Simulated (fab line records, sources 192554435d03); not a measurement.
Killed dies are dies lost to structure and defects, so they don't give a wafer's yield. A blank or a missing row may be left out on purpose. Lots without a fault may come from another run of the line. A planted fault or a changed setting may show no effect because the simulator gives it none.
fab line records | flow n5_finfet
record lots=7 wafers=21
route steps=1938 shown BEOL_M10@1480 BEOL_M11@1554 BEOL_M12@1602
start_h: hours from the record's first day to the start of the lot's first wafer shown | wait_h: hours since the lot's step before | " the same as in the row above | L1.1+2: a row that stands for several wafers | - no value, or no start given | * or withheld: withheld | < > ~ a bound
route shown NAME@n: a module of which the file shows steps, and the number in the route of the first | usual: mean/standard deviation of fault-free wafers | same: alike in all rows | chamber/n: place in a boat | sites: the reading at each site | _std_site: their standard deviation | _edge_site: outer sites' mean less inner sites' | radius_mm: how far each site lies from the wafer's centre | mask NAME#n: copy n | behind: the tool/chamber that last shaped the wafer | hold: why the lot was held/for how many hours/how that ended | device: the transistor (n, p or np) that didn't switch | end of line: the same wafers' tests at the end of the route | a step without rows: its recipe alone | killed: dies lost to structure and defects at the first sort, not the wafer's yield | map: a wafer's dies, x killed, . not, _ none there
set.NAME: the setting as run; set.NAME@STEP: as run at that earlier step | model.NAME: the simulator's own value behind a step, which no gauge read
lots whose settings were changed on purpose; a table a step, a row a wafer
## steps
# step N5_BEOL_M10_EXPOSE_08
# recipe mask_id=M10 na=1.35 source_shape=dipole sigma_inner=0.411 sigma_outer=0.611 polarization=te dose_mj=53.75
# columns lot.wafer tool chamber start_h wait_h mask set.dose_mj
L074.1+3 arfi_scanner-03 0 251.58 - M10#0 53.75
L074.4 " 0 " " M10#0 52.13
L077.1+4+5 arfi_scanner-02 0 270.73 - M10#0 53.75
L076.1+2+5 arfi_scanner-03 0 273.58 - M10#0 53.75
L079.2+3+6 arfi_scanner-02 0 273.78 - M10#0 53.75
L084.1+3+4 arfi_scanner-03 0 315.54 - M10#0 53.75
L090.1+2 arfi_scanner-01 0 387.87 - M10#0 53.75
L090.6 " 0 " " M10#0 57.1
L091.1 arfi_scanner-02 0 398.88 - M10#0 53.75
L091.3+6 " 0 " " M10#0 50.38
# step N5_BEOL_M10_PEB_09
# recipe peb_temp_c=withheld peb_time_s=60 resist=CAR-ArF
# step N5_BEOL_M10_DEVELOP_10
# recipe develop_time_s=30 developer=TMAH resist=CAR-ArF rinse_liquid=diw dry=air_spin dev_temp_c=23
# step N5_BEOL_M10_CD_MEAS_11
# recipe target_cd_nm=64.1 landing_energy_ev=500 detector=se_inlens polarity=opening
# usual cd_nm=64.2/0.47
# columns lot.wafer tool chamber start_h wait_h set.dose_mj@BEOL_M10_EXPOSE_08 cd_nm
L074.1 cd_sem-02 0 251.70 - 53.75 63.8
L074.3 " 0 " " 53.75 65.1
L074.4 " 0 " " 52.13 63.1
L077.1 cd_sem-02 0 270.85 - 53.75 63.9
L077.4 " 0 " " 53.75 63.4
L077.5 " 0 " " 53.75 63.8
L076.1 cd_sem-02 0 273.70 - 53.75 64.6
L076.2 " 0 " " 53.75 64.2
L076.5 " 0 " " 53.75 64.3
L079.2 cd_sem-03 0 273.91 - 53.75 64.4
L079.3 " 0 " " 53.75 64.0
L079.6 " 0 " " 53.75 64.4
L084.1 cd_sem-03 0 315.67 - 53.75 63.8
L084.3 " 0 " " 53.75 63.9
L084.4 " 0 " " 53.75 63.5
L090.1 cd_sem-02 0 387.99 - 53.75 64.1
L090.2 " 0 " " 53.75 63.4
L090.6 " 0 " " 57.1 66.7
L091.1 cd_sem-01 0 399.01 - 53.75 63.7
L091.3 " 0 " " 50.38 60.0
L091.6 " 0 " " 50.38 59.9
# step N5_BEOL_M10_DESCUM_16
# recipe chemistry=O2 time_s=7.9 source_power_w=50 bias_power_w=20 pressure_mtorr=20 rf_frequency_hz=2.712e+07 temp_c=40 resist=CAR-ArF o2_flow_sccm=225
# step N5_BEOL_M10_ETCH_61
# recipe chemistry=CF4 target=SiARC target_depth_a=390 mask_material=CAR-ArF time_s=65 ion_energy_ev=80 pressure_mtorr=40 source_w=545 bias_w=36 Ar_flow_sccm=100 cf4_flow_sccm=100 ends=cleared
# columns lot.wafer tool chamber start_h wait_h set.spin_rpm@BEOL_M10_COAT_60 set.dose_mj@BEOL_M10_EXPOSE_08 model.BEOL_M10.cd_offset_nm model.etch.depth_nm model.CAR-ArF_of_BEOL_M10_COAT_05.thk_nm
L074.1 rie_diel-06 0 251.83 0.0 1419 53.75 -0.2 30.87 55
L074.3 " 2 " " 1419 53.75 0.6 30.82 54.8
L074.4 " 3 " " 1500 52.13 -0.8 30.11 55.6
L077.1 rie_diel-06 3 270.98 0.0 1448 53.75 -0.2 30.56 54.8
L077.4 " 1 " " 1448 53.75 0 30.57 54.8
L077.5 " 3 " " 1500 53.75 -0.4 30.05 55.4
L076.1 rie_diel-03 3 274.23 0.0 1500 53.75 0.2 30.12 55.4
L076.2 " 1 " " 1500 53.75 -0.2 30 55.4
L076.5 " 2 " " 1500 53.75 -0.2 29.92 55.6
L079.2 rie_diel-03 2 274.48 0.0 1342 53.75 0.4 31.68 53.8
L079.3 " 3 " " 1500 53.75 -0.2 30.05 55.6
L079.6 " 3 " " 1500 53.75 0.2 29.93 55.4
L084.1 rie_diel-05 2 316.19 0.0 1622 53.75 -0.4 28.79 57.2
L084.3 " 1 " " 1622 53.75 -0.4 28.8 57
L084.4 " 1 " " 1500 53.75 -0.4 29.99 56
L090.1 rie_diel-06 1 388.27 0.0 1584 53.75 -0.2 29.09 56.4
L090.2 " 0 " " 1500 53.75 -0.6 29.88 55.8
L090.6 " 0 " " 1500 57.1 2.4 30 55.6
L091.1 rie_diel-06 0 399.16 0.0 1628 53.75 -1 28.7 56.8
L091.3 " 1 " " 1628 50.38 -4 28.79 56.8
L091.6 " 1 " " 1628 50.38 -4.4 28.77 56.6
# step N5_BEOL_M10_ETCH_62
# recipe chemistry=N2/H2 target=SOC target_depth_a=1100 overetch_a=220 mask_material=SiARC temp_c=40 time_s=165 ion_energy_ev=200 pressure_mtorr=30 source_w=840 bias_w=150 n2_flow_sccm=200 h2_flow_sccm=200
# columns lot.wafer tool chamber start_h wait_h set.spin_rpm@BEOL_M10_COAT_60 set.dose_mj@BEOL_M10_EXPOSE_08 model.BEOL_M10.cd_offset_nm model.SiARC_of_BEOL_M10_COAT_60.thk_nm
L074.1 rie_diel-06 0 251.88 0.0 1419 53.75 -0.2 24.4
L074.3 " 2 " " 1419 53.75 0.6 24.2
L074.4 " 3 " " 1500 52.13 -1.2 23.6
L077.1+4 rie_diel-06 3,1 271.03 0.0 1448 53.75 -0.2 24
L077.5 " 3 " " 1500 53.75 -0.2 23.6
L076.1 rie_diel-03 3 274.28 0.0 1500 53.75 0.4 23.6
L076.2 " 1 " " 1500 53.75 -0.4 23.4
L076.5 " 2 " " 1500 53.75 -0.2 23.6
L079.2 rie_diel-03 2 274.53 0.0 1342 53.75 0.4 25.2
L079.3 " 3 " " 1500 53.75 -0.2 23.6
L079.6 " 3 " " 1500 53.75 0.2 23.4
L084.1 rie_diel-05 2 316.24 0.0 1622 53.75 -0.4 22.6
L084.3 " 1 " " 1622 53.75 -0.4 22
L084.4 " 1 " " 1500 53.75 -0.2 23.4
L090.1 rie_diel-06 1 388.32 0.0 1584 53.75 0 22.8
L090.2 " 0 " " 1500 53.75 -0.6 23.4
L090.6 " 0 " " 1500 57.1 2.4 23.6
L091.1 rie_diel-06 0 399.21 0.0 1628 53.75 -1 22.2
L091.3 " 1 " " 1628 50.38 -3.8 22.2
L091.6 " 1 " " 1628 50.38 -4.4 22.4
# step N5_BEOL_M10_STRIP_68
# recipe chemistry=N2/H2 temp_c=40 n2_flow_sccm=200 h2_flow_sccm=200 rf_frequency_hz=6e+07
# step N5_BEOL_M10_STRIP_67
# recipe chemistry=CF4 resist=SiARC power_w=300 bias_power_w=75 pressure_mtorr=50 cf4_flow_sccm=150 rf_frequency_hz=6e+07
# step N5_BEOL_M10_HM_OPEN_17
# recipe chemistry=Cl2/BCl3 target_depth_a=200 overetch_a=60 target=TiN mask_material=SOC ion_energy_ev=150 pressure_mtorr=10 icp_w=1000 bias_w=126 Cl2_flow_sccm=53.25 bcl3_flow_sccm=21.75 Ar_flow_sccm=25
# columns lot.wafer tool chamber start_h wait_h set.dose_mj@BEOL_M10_EXPOSE_08 model.BEOL_M10.cd_offset_nm
L074.1 rie_metal-02 1 252.06 0.0 53.75 -0.2
L074.3 " 1 " " 53.75 0.6
L074.4 " 0 " " 52.13 -1
L077.1 rie_metal-02 1 271.21 0.0 53.75 -0.2
L077.4 " 0 " " 53.75 0
L077.5 " 1 " " 53.75 -0.4
L076.1 rie_metal-01 1 274.47 0.0 53.75 0.4
L076.2 " 0 " " 53.75 -0.2
L076.5 " 1 " " 53.75 0
L079.2 rie_metal-02 1 274.72 0.0 53.75 0.4
L079.3 " 0 " " 53.75 -0.2
L079.6 " 1 " " 53.75 0.2
L084.1 rie_metal-01 1 316.43 0.0 53.75 -0.6
L084.3 " 1 " " 53.75 -0.4
L084.4 " 0 " " 53.75 -0.2
L090.1 rie_metal-01 0 388.50 0.0 53.75 0
L090.2 " 1 " " 53.75 -0.6
L090.6 " 1 " " 57.1 2.6
L091.1 rie_metal-01 1 399.40 0.0 53.75 -1
L091.3 " 1 " " 50.38 -4
L091.6 " 1 " " 50.38 -4.4
# step N5_BEOL_M10_STRIP_19
# recipe chemistry=O2 power_w=400 temp_c=40 pressure_mtorr=30 rf_frequency_hz=6e+07 bias_power_w=0 overash_fraction=0.2 o2_flow_sccm=225
# step N5_BEOL_M10_CD_MEAS_18
# recipe pitch_nm=140 target_cd_nm=70
# usual cd_nm=70.1/0.48
# columns lot.wafer tool chamber start_h wait_h set.dose_mj@BEOL_M10_EXPOSE_08 cd_nm
L074.1 cd_sem-01 - 252.24 0.0 53.75 69.7
L074.3 " - " " 53.75 70.1
L074.4 " - " " 52.13 69.0
L077.1 cd_sem-02 - 271.39 0.0 53.75 69.9
L077.4 " - " " 53.75 70.0
L077.5 " - " " 53.75 69.6
L076.1 cd_sem-03 - 274.74 0.0 53.75 70.4
L076.2 " - " " 53.75 69.8
L076.5 " - " " 53.75 69.9
L079.2 cd_sem-02 - 275.00 0.1 53.75 70.6
L079.3 " - " " 53.75 70.0
L079.6 " - " " 53.75 70.2
L084.1 cd_sem-03 - 316.65 0.0 53.75 69.0
L084.3 " - " " 53.75 70.1
L084.4 " - " " 53.75 69.9
L090.1 cd_sem-02 - 388.69 0.0 53.75 70.1
L090.2 " - " " 53.75 69.7
L090.6 " - " " 57.1 72.3
L091.1 cd_sem-01 - 399.58 0.0 53.75 69.2
L091.3 " - " " 50.38 65.9
L091.6 " - " " 50.38 65.6
# step N5_BEOL_M10_COAT_63
# recipe resist=SOC temp_c=250 time_s=60 spin_rpm=1500 resist_thk_nm=100
# step N5_BEOL_M10_COAT_64
# recipe resist=SiARC temp_c=220 time_s=60 spin_rpm=1500 resist_thk_nm=30
# step N5_BEOL_M10_PRECLEAN_42
# recipe chemistry=residue_remover time_s=60 temp_c=40
# step N5_BEOL_M10_SRD_43
# recipe time_s=30 temp_c=23 rinse_liquid=diw dry=ipa_marangoni
# step N5_BEOL_M10_CD_MEAS_35
# recipe target_cd_nm=70 polarity=opening
# usual cd_nm=70.0/0.48
# columns lot.wafer tool chamber start_h wait_h set.dose_mj@BEOL_M10_EXPOSE_08 cd_nm
L074.1 cd_sem-03 - 258.87 0.0 53.75 69.6
L074.3 " - " " 53.75 70.7
L074.4 " - " " 52.13 68.9
L077.1 cd_sem-02 - 275.64 0.0 53.75 69.7
L077.4 " - " " 53.75 70.0
L077.5 " - " " 53.75 69.5
L079.2 cd_sem-01 - 277.72 0.0 53.75 70.6
L079.3 " - " " 53.75 70.3
L079.6 " - " " 53.75 70.3
L076.1 cd_sem-02 - 277.82 0.0 53.75 70.4
L076.2 " - " " 53.75 69.6
L076.5 " - " " 53.75 69.9
L084.1 cd_sem-01 - 318.15 0.0 53.75 70.0
L084.3 " - " " 53.75 69.5
L084.4 " - " " 53.75 69.5
L090.1 cd_sem-02 - 391.75 0.0 53.75 69.7
L090.2 " - " " 53.75 69.5
L090.6 " - " " 57.1 72.8
L091.1 cd_sem-01 - 402.07 0.0 53.75 68.9
L091.3 " - " " 50.38 66.1
L091.6 " - " " 50.38 65.5
# step N5_BEOL_M11_ETCH_62
# recipe chemistry=N2/H2 target=SOC target_depth_a=1100 overetch_a=220 mask_material=SiARC temp_c=40 time_s=165 ion_energy_ev=200 pressure_mtorr=30 source_w=840 bias_w=150 n2_flow_sccm=200 h2_flow_sccm=200
# columns lot.wafer tool chamber start_h wait_h set.time_s model.SiARC_of_BEOL_M11_COAT_60.thk_nm
L074.1 rie_diel-02 0 262.46 0.0 165 23.6
L074.3 " 3 " " 129.9 24.8
L074.4 " 1 " " 129.9 25
L077.1+5 rie_diel-04 1,2 283.06 0.0 140.3 24.6
L077.4 " 0 " " 165 23.6
L079.2 rie_diel-01 2 283.70 0.0 165 23.8
L079.3+6 " 0,1 " " 165 23.4
L076.1 rie_diel-04 3 284.03 0.0 165 23.6
L076.2 " 0 " " 165 23.4
L076.5 " 2 " " 165 23.8
L084.1 rie_diel-01 0 323.77 0.0 165 23.4
L084.3 " 3 " " 155.5 24
L084.4 " 1 " " 155.5 23.8
L090.1 rie_diel-01 3 398.75 0.0 142.1 24.6
L090.2 " 2 " " 165 23.6
L090.6 " 0 " " 142.1 24.4
L091.1 rie_diel-01 0 406.41 0.0 165 23.6
L091.3 " 3 " " 197.4 22.8
L091.6 " 2 " " 197.4 22.6
# step N5_BEOL_M11_STRIP_68
# recipe chemistry=N2/H2 temp_c=40 n2_flow_sccm=200 h2_flow_sccm=200 rf_frequency_hz=6e+07
# step N5_BEOL_M11_STRIP_67
# recipe chemistry=CF4 resist=SiARC power_w=300 bias_power_w=75 pressure_mtorr=50 cf4_flow_sccm=150 rf_frequency_hz=6e+07
# step N5_BEOL_M11_HM_OPEN_17
# recipe chemistry=Cl2/BCl3 target_depth_a=200 overetch_a=60 target=TiN mask_material=SOC ion_energy_ev=150 pressure_mtorr=10 icp_w=1000 bias_w=126 Cl2_flow_sccm=53.25 bcl3_flow_sccm=21.75 Ar_flow_sccm=25
# columns lot.wafer tool chamber start_h wait_h set.time_s@BEOL_M11_ETCH_62 model.etch.depth_nm
L074.1 rie_metal-01 0 262.65 0.0 165 19.75
L074.3 " 0 " " 129.9 19.98
L074.4 " 1 " " 129.9 19.77
L077.1 rie_metal-02 0 283.24 0.0 140.3 20.11
L077.4 " 1 " " 165 19.97
L077.5 " 0 " " 140.3 20.29
L079.2 rie_metal-01 1 283.89 0.0 165 19.83
L079.3 " 0 " " 165 19.99
L079.6 " 0 " " 165 19.8
L076.1 rie_metal-01 0 284.21 0.0 165 20.12
L076.2 " 1 " " 165 19.88
L076.5 " 0 " " 165 20.21
L084.1 rie_metal-02 0 323.95 0.0 165 20.03
L084.3 " 0 " " 155.5 19.88
L084.4 " 0 " " 155.5 19.9
L090.1 rie_metal-01 1 398.94 0.0 142.1 20.37
L090.2 " 0 " " 165 20.11
L090.6 " 0 " " 142.1 20.09
L091.1 rie_metal-01 1 406.59 0.0 165 20.21
L091.3 " 1 " " 197.4 16.98
L091.6 " 0 " " 197.4 16.96
# step N5_BEOL_M11_COAT_22
# recipe resist=CAR-ArF spin_rpm=1500 resist_thk_nm=90
# columns lot.wafer tool chamber start_h wait_h set.spin_rpm model.CAR-ArF_of_BEOL_M11_COAT_22.thk_nm
L074.1+3 litho_track-02 0 - - 1500 89.6
L074.4 " 0 " " 1500 90
L077.1+4 litho_track-01 0 - - 1500 90
L077.5 " 0 " " 1500 90.2
L079.2+3+6 litho_track-02 0 - - 1596 86.8
L076.1+2+5 litho_track-04 0 - - 1500 89.8
L084.1 litho_track-04 0 - - 1500 90.2
L084.3+4 " 0 " " 1668 85.4
L090.1 litho_track-01 0 - - 1553 88.8
L090.2 " 0 " " 1500 90.2
L090.6 " 0 " " 1553 89
L091.1+3 litho_track-02 0 - - 1500 90.2
L091.6 " 0 " " 1500 90.6
# step N5_BEOL_M11_EBR_24
# recipe solvent=PGMEA ebr_width_mm=1.5
# step N5_BEOL_M11_SOFTBAKE_23
# recipe temp_c=110 time_s=60 resist=CAR-ArF
# step N5_BEOL_M11_EXPOSE_25
# recipe mask_id=V10 na=1.35 source_shape=annular sigma_inner=0.5 sigma_outer=0.8 polarization=unpolarized dose_mj=85.5
# step N5_BEOL_M11_PEB_26
# recipe peb_temp_c=withheld peb_time_s=60 resist=CAR-ArF
# step N5_BEOL_M11_DEVELOP_27
# recipe develop_time_s=30 developer=TMAH resist=CAR-ArF rinse_liquid=diw dry=air_spin dev_temp_c=23
# columns lot.wafer tool chamber start_h wait_h set.spin_rpm@BEOL_M11_COAT_22 model.CAR-ArF_of_BEOL_M11_COAT_22.thk_nm
L074.1+3 litho_track-02 0 - - 1500 88
L074.4 " 0 " " 1500 88.2
L077.1+4 litho_track-01 0 - - 1500 88.2
L077.5 " 0 " " 1500 88.4
L079.2+6 litho_track-02 0 - - 1596 85
L079.3 " 0 " " 1596 85.2
L076.1+5 litho_track-01 0 - - 1500 88
L076.2 " 0 " " 1500 88.2
L084.1 litho_track-02 0 - - 1500 88.4
L084.3+4 " 0 " " 1668 83.8
L090.1 litho_track-04 0 - - 1553 87
L090.2 " 0 " " 1500 88.4
L090.6 " 0 " " 1553 87.4
L091.1 litho_track-02 0 - - 1500 88.4
L091.3 " 0 " " 1500 88.6
L091.6 " 0 " " 1500 88.8
# step N5_BEOL_M12_ILD_DEP_00
# recipe material=SiOC target_thk_a=6589.2 temp_c=350 precursor=DEMS/O2 pressure_torr=5 rf_w=500 time_s=130.7
# columns lot.wafer tool chamber start_h wait_h set.time_s model.SiOC_of_BEOL_M12_ILD_DEP_00.thk_nm
L074.1 pecvd-03 1 269.93 0.0 145.6 734.2
L074.3 " 0 " " 130.7 666.2
L074.4 " 2 " " 145.6 743.6
L077.1 pecvd-02 0 288.32 0.0 130.7 649.2
L077.4 " 0 " " 123.6 624.8
L077.5 " 2 " " 130.7 663.6
L079.2 pecvd-03 0 291.64 0.0 148.2 738.4
L079.3 " 2 " " 148.2 746.6
L079.6 " 1 " " 130.7 666.4
L076.1 pecvd-03 2 291.87 0.0 130.7 656.2
L076.2 " 0 " " 130.7 652.6
L076.5 " 0 " " 130.7 660.4
L084.1 pecvd-02 0 330.67 0.0 130.7 639.8
L084.3 " 1 " " 130.7 652.6
L084.4 " 2 " " 130.7 663
L090.1+2 pecvd-03 0,2 405.18 0.0 130.7 659.6
L090.6 " 0 " " 130.7 674.8
L091.1 pecvd-02 2 414.16 0.0 130.7 652
L091.3 " 1 " " 123.9 622.2
L091.6 " 2 " " 130.7 654.8
# step N5_BEOL_M12_THK_MEAS_01
# recipe reads=SiOC_of_BEOL_M12_ILD_DEP_00
# usual M12_ILD_THK=660/7.3
# columns lot.wafer tool chamber start_h wait_h set.time_s@BEOL_M12_ILD_DEP_00 M12_ILD_THK[nm]
L074.1 film_metro-01 - 270.06 0.1 145.6 734
L074.3 " - " " 130.7 666
L074.4 " - " " 145.6 743
L077.1 film_metro-02 - 288.45 0.1 130.7 649
L077.4 " - " " 123.6 624
L077.5 " - " " 130.7 663
L079.2 film_metro-01 - 291.78 0.1 148.2 738
L079.3 " - " " 148.2 746
L079.6 " - " " 130.7 667
L076.1 film_metro-02 - 292.00 0.1 130.7 657
L076.2 " - " " 130.7 653
L076.5 " - " " 130.7 660
L084.1 film_metro-01 - 330.80 0.1 130.7 639
L084.3 " - " " 130.7 653
L084.4 " - " " 130.7 663
L090.1 film_metro-02 - 405.31 0.1 130.7 660
L090.2 " - " " 130.7 660
L090.6 " - " " 130.7 675
L091.1 film_metro-02 - 414.29 0.1 130.7 652
L091.3 " - " " 123.9 622
L091.6 " - " " 130.7 654
## key
split step=N5_BEOL_M10_EXPOSE_08 setting=dose_mj stated=53.75 by=wafer
response step=N5_BEOL_M10_CD_MEAS_11 reading=cd_nm change=+0.523 per=1% r=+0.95
response step=N5_BEOL_M10_ETCH_61 reading=model.BEOL_M10.cd_offset_nm change=+0.465 per=1% r=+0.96
response step=N5_BEOL_M10_ETCH_62 reading=model.BEOL_M10.cd_offset_nm change=+0.464 per=1% r=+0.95
response step=N5_BEOL_M10_HM_OPEN_17 reading=model.BEOL_M10.cd_offset_nm change=+0.479 per=1% r=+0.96
response step=N5_BEOL_M10_CD_MEAS_18 reading=cd_nm change=+0.446 per=1% r=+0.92
response step=N5_BEOL_M10_CD_MEAS_35 reading=cd_nm change=+0.49 per=1% r=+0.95
split step=N5_BEOL_M11_ETCH_62 setting=time_s stated=165 by=wafer
response step=N5_BEOL_M11_ETCH_62 reading=model.SiARC_of_BEOL_M11_COAT_60.thk_nm change=-0.0587 per=1% r=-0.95
response step=N5_BEOL_M11_HM_OPEN_17 reading=model.etch.depth_nm shape=bent at_lowest=19.87 at_stated=19.99 at_highest=16.97
split step=N5_BEOL_M11_COAT_22 setting=spin_rpm stated=1500 by=wafer
response step=N5_BEOL_M11_COAT_22 reading=model.CAR-ArF_of_BEOL_M11_COAT_22.thk_nm change=-0.423 per=1% r=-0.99
response step=N5_BEOL_M11_DEVELOP_27 reading=model.CAR-ArF_of_BEOL_M11_COAT_22.thk_nm change=-0.404 per=1% r=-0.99
split step=N5_BEOL_M12_ILD_DEP_00 setting=time_s stated=130.7 by=wafer
response step=N5_BEOL_M12_ILD_DEP_00 reading=model.SiOC_of_BEOL_M12_ILD_DEP_00.thk_nm change=+5.96 per=1% r=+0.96
response step=N5_BEOL_M12_THK_MEAS_01 reading=M12_ILD_THK change=+5.94 per=1% r=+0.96
split outside_this_file step=N5_BEOL_M10_COAT_60 setting=spin_rpm
# split outside_this_file: this setting was split too, and the file shows its column; the key of that split is in another file
